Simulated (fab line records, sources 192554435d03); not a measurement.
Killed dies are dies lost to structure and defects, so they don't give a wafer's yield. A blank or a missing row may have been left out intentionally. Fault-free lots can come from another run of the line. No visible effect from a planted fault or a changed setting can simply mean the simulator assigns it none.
Which tool was responsible? + flow n5_finfet + 26 wafers from 9 lots sampled at 7 of the route's 1938 steps

== WHAT THE GAUGES SHOWED, per wafer ==
N5_BEOL_M4_RS_MEAS_58: the measuring method here is four-point-probe. Usual: for M4_RS the level is 0.682 ohm/sq and the standard deviation is 0.029.
| lot  | measured     | on            | M4_RS (ohm/sq)    | flag |
|------|--------------|---------------|-------------------|------|
| L142 | day 9 10:20  | film_metro-02 | 0.638 0.711       |      |
| L140 | day 9 12:58  | film_metro-02 | 0.669 0.685 0.688 |      |
| L141 | day 9 15:39  | film_metro-02 | 0.682 0.682 0.646 |      |
| L147 | day 10 19:38 | film_metro-01 | 0.672 0.664 0.638 |      |
| L155 | day 13 11:24 | film_metro-02 | 0.728 0.693 0.675 |      |
| L157 | day 13 14:36 | film_metro-02 | 0.657 0.669 0.667 |      |
| L160 | day 14 03:51 | film_metro-02 | 0.645 0.654 0.625 |      |
| L162 | day 15 01:59 | film_metro-02 | 0.699 0.668 0.660 |      |
| L163 | day 15 05:02 | film_metro-02 | 0.746 0.704 0.723 |      |

N5_BEOL_M4_INSPECT_59: inspects for defects (darkfield). Usual: raw_defect_count reads 74 (standard deviation 28).
| lot  | measured     | on                | raw_defect_count | flag |
|------|--------------|-------------------|------------------|------|
| L142 | day 9 10:22  | defect_inspect-01 | 57 39            |      |
| L140 | day 9 12:59  | defect_inspect-02 | 69 160 105       |      |
| L141 | day 9 15:40  | defect_inspect-01 | 44 39 41         |      |
| L147 | day 10 19:40 | defect_inspect-01 | 44 108 101       |      |
| L155 | day 13 11:25 | defect_inspect-02 | 774 68 729       | OFF  |
| L157 | day 13 14:38 | defect_inspect-02 | 104 92 96        |      |
| L160 | day 14 03:53 | defect_inspect-02 | 111 123 172      |      |
| L162 | day 15 02:01 | defect_inspect-02 | 56 79 79         |      |
| L163 | day 15 05:04 | defect_inspect-02 | 65 134 76        |      |

N5_BEOL_M4_RC_MEAS_101. Usual: DIBL_N 36.0 mV/V, standard deviation 2.2; DIBL_P 36.2 mV/V, standard deviation 2.4; IOFF_N 0.16 nA/um, standard deviation 0.035; IOFF_P 0.21 nA/um, standard deviation 0.037; ION_N 672 uA/um, standard deviation 13; ION_P 461 uA/um, standard deviation 7; SS_N 71.4 mV/dec, standard deviation 0.69; SS_P 73.2 mV/dec, standard deviation 0.75; VT_N 250 mV, standard deviation 3.4; VT_P -251 mV, standard deviation 3.
| lot  | measured     | on        | DIBL_N (mV/V)  | DIBL_P (mV/V)  | IOFF_N (nA/um) | IOFF_P (nA/um) | ION_N (uA/um) | ION_P (uA/um) | SS_N (mV/dec)  | SS_P (mV/dec)  | VT_N (mV)   | VT_P (mV)      | flag |
|------|--------------|-----------|----------------|----------------|----------------|----------------|---------------|---------------|----------------|----------------|-------------|----------------|------|
| L142 | day 9 10:32  | prober-01 | 38.5 39.2      | 37.1 37.9      | 0.18 0.21      | 0.22 0.24      | 671 679       | 458 458       | 72.7 71.8      | 73.8 73.9      | 247 248     | -250 -246      |      |
| L140 | day 9 13:01  | prober-01 | 33.9 35.4 35.7 | 34.2 35.7 36.5 | 0.12 0.16 0.17 | 0.17 0.19 0.21 | 659 677 694   | 451 457 467   | 71.3 71.1 70.8 | 73.7 73.4 73.6 | 252 250 246 | -257 -253 -252 |      |
| L141 | day 9 15:42  | prober-02 | 33.4 30.8 33.7 | 33.8 32.2 34.7 | 0.13 0.10 0.14 | 0.17 0.16 0.19 | 678 659 679   | 460 462 465   | 70.8 70.2 70.8 | 72.1 72.1 72.4 | 252 257 249 | -251 -254 -253 |      |
| L147 | day 10 19:42 | prober-02 | 34.2 36.7 36.2 | 33.5 37.9 36.5 | 0.13 0.18 0.16 | 0.18 0.24 0.22 | 675 684 683   | 465 471 460   | 70.3 71.8 70.8 | 72.5 73.6 73.1 | 252 246 249 | -250 -246 -250 |      |
| L155 | day 13 11:36 | prober-02 | 35.1 35.3 35.8 | 36.3 35.5 37.0 | 0.15 0.15 0.16 | 0.22 0.19 0.23 | 664 677 677   | 461 457 463   | 71.1 70.9 71.8 | 73.1 73.1 73.0 | 248 251 250 | -250 -252 -248 |      |
| L157 | day 13 14:39 | prober-01 | 36.3 32.1 32.0 | 34.9 30.5 30.6 | 0.13 0.09 0.09 | 0.19 0.14 0.14 | 659 651 647   | 452 450 452   | 71.5 69.7 69.8 | 73.4 72.0 71.9 | 252 258 259 | -250 -256 -254 |      |
| L160 | day 14 04:13 | prober-01 | 36.3 36.5 39.1 | 35.8 36.5 39.1 | 0.16 0.16 0.21 | 0.18 0.19 0.23 | 681 684 696   | 460 460 462   | 71.5 71.9 71.9 | 72.7 73.1 73.3 | 248 253 245 | -254 -252 -251 |      |
| L162 | day 15 02:20 | prober-02 | 37.0 37.4 35.2 | 38.6 39.4 37.4 | 0.19 0.20 0.17 | 0.23 0.23 0.21 | 689 696 681   | 460 470 468   | 71.7 72.3 71.6 | 74.1 73.4 73.8 | 247 247 250 | -250 -251 -251 |      |
| L163 | day 15 05:06 | prober-01 | 36.0 37.5 36.2 | 35.5 37.4 36.2 | 0.14 0.18 0.16 | 0.20 0.24 0.21 | 676 682 678   | 466 473 466   | 70.8 71.7 71.3 | 73.0 73.2 73.0 | 251 249 250 | -249 -247 -248 |      |

N5_BEOL_M5_INSPECT_13: inspects for defects (brightfield). Usual: raw_defect_count reads 434 (standard deviation 90).
| lot  | measured     | on                | raw_defect_count | flag |
|------|--------------|-------------------|------------------|------|
| L142 | day 9 13:02  | defect_inspect-02 | 598 710          |      |
| L140 | day 9 15:43  | defect_inspect-01 | 301 477 340      |      |
| L141 | day 9 20:47  | defect_inspect-02 | 480 404 375      |      |
| L147 | day 10 22:52 | defect_inspect-01 | 391 504 616      |      |
| L155 | day 13 15:13 | defect_inspect-02 | 1057 396 947     | OFF  |
| L157 | day 13 18:47 | defect_inspect-01 | 459 513 434      |      |
| L160 | day 14 06:30 | defect_inspect-02 | 482 567 585      |      |
| L162 | day 15 04:54 | defect_inspect-01 | 441 462 389      |      |
| L163 | day 15 07:41 | defect_inspect-02 | 420 572 404      |      |

== EACH LOT AND THE TOOL THAT RAN IT (in order: tool; ch and the chambers of the sampled wafers; start) ==
| lot  | N5_BEOL_M4_SPUTTER_92        | N5_BEOL_M4_CO_CAP_55             | N5_BEOL_M5_PECVD_70             |
|------|------------------------------|----------------------------------|---------------------------------|
| L142 | pvd_sputter-02, day 9 08:50  | cvd_co-01 ch 1,2, day 9 10:10    | pecvd-01 ch 1,2, day 9 12:27    |
| L140 | pvd_sputter-03, day 9 10:47  | cvd_co-01 ch 0,1,2, day 9 12:47  | pecvd-01 ch 1,2, day 9 14:35    |
| L141 | pvd_sputter-02, day 9 13:53  | cvd_co-02 ch 0,2, day 9 15:28    | pecvd-02 ch 1, day 9 17:16      |
| L147 | pvd_sputter-02, day 10 18:10 | cvd_co-02 ch 1,2, day 10 19:28   | pecvd-02 ch 0,1, day 10 21:17   |
| L155 | pvd_sputter-02, day 13 09:54 | cvd_co-02 ch 0,2, day 13 11:12   | pecvd-02 ch 0,1,2, day 13 13:53 |
| L157 | pvd_sputter-03, day 13 13:07 | cvd_co-01 ch 0,1,2, day 13 14:25 | pecvd-04 ch 0,2, day 13 16:14   |
| L160 | pvd_sputter-03, day 14 02:22 | cvd_co-01 ch 0,2, day 14 03:40   | pecvd-01 ch 0,1,2, day 14 05:29 |
| L162 | pvd_sputter-03, day 15 00:26 | cvd_co-01 ch 0,2, day 15 01:48   | pecvd-01 ch 0,1,2, day 15 03:38 |
| L163 | pvd_sputter-02, day 15 03:28 | cvd_co-01 ch 0,2, day 15 04:48   | pecvd-02 ch 0,2, day 15 06:40   |
- N5_BEOL_M4_SPUTTER_92: material Cu, target thk 4.5 nm, time 8.29 s.
- N5_BEOL_M4_CO_CAP_55: material Co, precursor CCTBA/H2, target thk 2 nm, time 102.1 s.
- N5_BEOL_M5_PECVD_70: deposits SiO2 from TEOS/O2, target thk 16 nm, time 18 s.

== WHAT THE TOOLS THEMSELVES READ (means of the sampled wafers that have a number; where no wafer has one, the mark that the record gives instead) ==
N5_BEOL_M4_SPUTTER_92. Usual: throttle_valve_pct reads 29.6 % (standard deviation 1).
| lot  | tool           | throttle_valve_pct (%) | flag |
|------|----------------|------------------------|------|
| L142 | pvd_sputter-02 | 29.2                   |      |
| L140 | pvd_sputter-03 | 29.9                   |      |
| L141 | pvd_sputter-02 | 29.2                   |      |
| L147 | pvd_sputter-02 | 29.5                   |      |
| L155 | pvd_sputter-02 | 28.6                   |      |
| L157 | pvd_sputter-03 | 29.2                   |      |
| L160 | pvd_sputter-03 | 30.1                   |      |
| L162 | pvd_sputter-03 | 29.3                   |      |
| L163 | pvd_sputter-02 | 29.0                   |      |

N5_BEOL_M4_CO_CAP_55. Usual: heater_power_w reads 249 W (standard deviation 23).
| lot  | tool      | heater_power_w (W) | flag |
|------|-----------|--------------------|------|
| L142 | cvd_co-01 | 257                |      |
| L140 | cvd_co-01 | 260                |      |
| L141 | cvd_co-02 | 244                |      |
| L147 | cvd_co-02 | 229                |      |
| L155 | cvd_co-02 | 236                |      |
| L157 | cvd_co-01 | 259                |      |
| L160 | cvd_co-01 | 258                |      |
| L162 | cvd_co-01 | 258                |      |
| L163 | cvd_co-01 | 243                |      |

N5_BEOL_M5_PECVD_70. Usual: heater_power_w 777 W, standard deviation 150; showerhead_plenum_p_Torr 8.77 Torr, standard deviation 0.082; throttle_valve_pct 21.9 %, standard deviation 0.92.
| lot  | tool     | heater_power_w (W) | showerhead_plenum_p_Torr (Torr) | throttle_valve_pct (%) | flag |
|------|----------|--------------------|---------------------------------|------------------------|------|
| L142 | pecvd-01 | 750                | 8.81                            | 21.9                   |      |
| L140 | pecvd-01 | 749                | 8.84                            | 22.0                   |      |
| L141 | pecvd-02 | 683                | 8.81                            | 22.6                   |      |
| L147 | pecvd-02 | 787                | 8.72                            | 21.6                   |      |
| L155 | pecvd-02 | 790                | 8.72                            | 22.2                   |      |
| L157 | pecvd-04 | 715                | 8.83                            | 21.2                   |      |
| L160 | pecvd-01 | 767                | 8.84                            | 21.6                   |      |
| L162 | pecvd-01 | 832                | 8.83                            | 21.7                   |      |
| L163 | pecvd-02 | 915                | 8.67                            | 21.8                   |      |

== THE ANSWER, worked out from the rows above alone ==
Rule: a lot is off if the mean of its wafers that have a number lies more than 3 standard deviations from the usual mean. A lot without any number at a reading at which 4 lots or more have one is off too. The other lots that the step has rows for count as sound. First the gauges in route order, then the tools' own readings, where a lot's mean is used as printed above. At the first step where some lot is off, the reading lying furthest off is the one used; lots without a number count as furthest.
Off: L155 (N5_BEOL_M4_INSPECT_59, raw_defect_count).
If a tool, at a process step before that reading, ran all the lots that are off and no sound lot after the first of them, it fits. Those tools and the gauges at N5_BEOL_M4_INSPECT_59 are tried in the same way. One fits: cvd_co-02 at N5_BEOL_M4_CO_CAP_55. Its last sound lot is L147 (day 10 19:28), its first lot that is off L155 (day 13 11:12): a fault that began between those two fits.

== WHAT THE SIMULATOR HAD PUT IN ==
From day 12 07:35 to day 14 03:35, cvd_co-02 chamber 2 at N5_BEOL_M4_CO_CAP_55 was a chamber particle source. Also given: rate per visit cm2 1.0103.
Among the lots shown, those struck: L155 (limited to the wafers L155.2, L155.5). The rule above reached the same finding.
